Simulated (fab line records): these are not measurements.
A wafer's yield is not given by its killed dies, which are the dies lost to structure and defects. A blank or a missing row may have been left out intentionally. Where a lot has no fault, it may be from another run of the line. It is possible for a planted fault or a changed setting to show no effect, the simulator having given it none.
Matching of chambers ; flow n5_finfet ; N5_BEOL_M10_ALD_74 on ald_metal-02: 4 sister chambers
The step deposits TaN, target thk 2 nm, pulse time 2 s, purge time 3 s. 14 wafers are shown with their chamber, then 7 later ones without.

## EACH WAFER AND ITS CHAMBER
wafer;chamber;heater_power_w (W);mfc_carrier_sccm (sccm)
L076.1;3;396;1498
L076.2;1;378;1490
L076.5;1;377;1488
L077.2;1;380;1503
L077.4;2;395;1498
L077.5;0;402;1502
L080.1;3;420;1497
L080.2;1;379;1492
L080.6;0;399;1497
L083.1;2;392;1499
L083.2;0;395;1503
L083.5;2;393;1500
L090.1;0;407;1503
L090.4;2;391;1501

SIGNATURES (means of the wafers above)
reading;chamber 0;chamber 1;chamber 2;chamber 3;scatter within a chamber
heater_power_w;400.75;378.50;392.75;408.00;6.15
mfc_carrier_sccm;1501.25;1493.25;1499.50;1497.50;4.06
Rule: distance of a wafer from a chamber = root of the sum over the readings of ((wafer's reading minus chamber's mean) / reading's scatter) squared. If the next closest chamber is less than 2 further off than the closest, the wafer can't be placed; otherwise it belongs to the closest. The scatter: take each reading less its chamber's mean, square it, sum over the shown wafers, divide by the number of wafers less the number of chambers, and take the root.

## WAFERS WHOSE CHAMBER IS MISSING
wafer;heater_power_w (W);mfc_carrier_sccm (sccm)
L090.6;408;1502
L092.3;401;1507
L092.5;407;1505
L092.6;400;1504
L097.1;358;1500
L097.4;393;1494
L097.6;399;1503

## CHAMBER TAKEN BY EACH
wafer;from the rows above;in truth
L090.6;can't be placed: 3 or 0 or 2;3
L092.3;can't be placed: 0 or 2 or 3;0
L092.5;can't be placed: 0 or 3 or 2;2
L092.6;can't be placed: 0 or 2 or 3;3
L097.1;can't be placed: 1 or 2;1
L097.4;can't be placed: 2 or 0 or 1 or 3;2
L097.6;can't be placed: 0 or 2 or 3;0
Correctly placed: 0 of 7. Cannot be placed on the basis of these rows: 7; the candidates contain the true chamber in 7. Wrongly placed: 0.
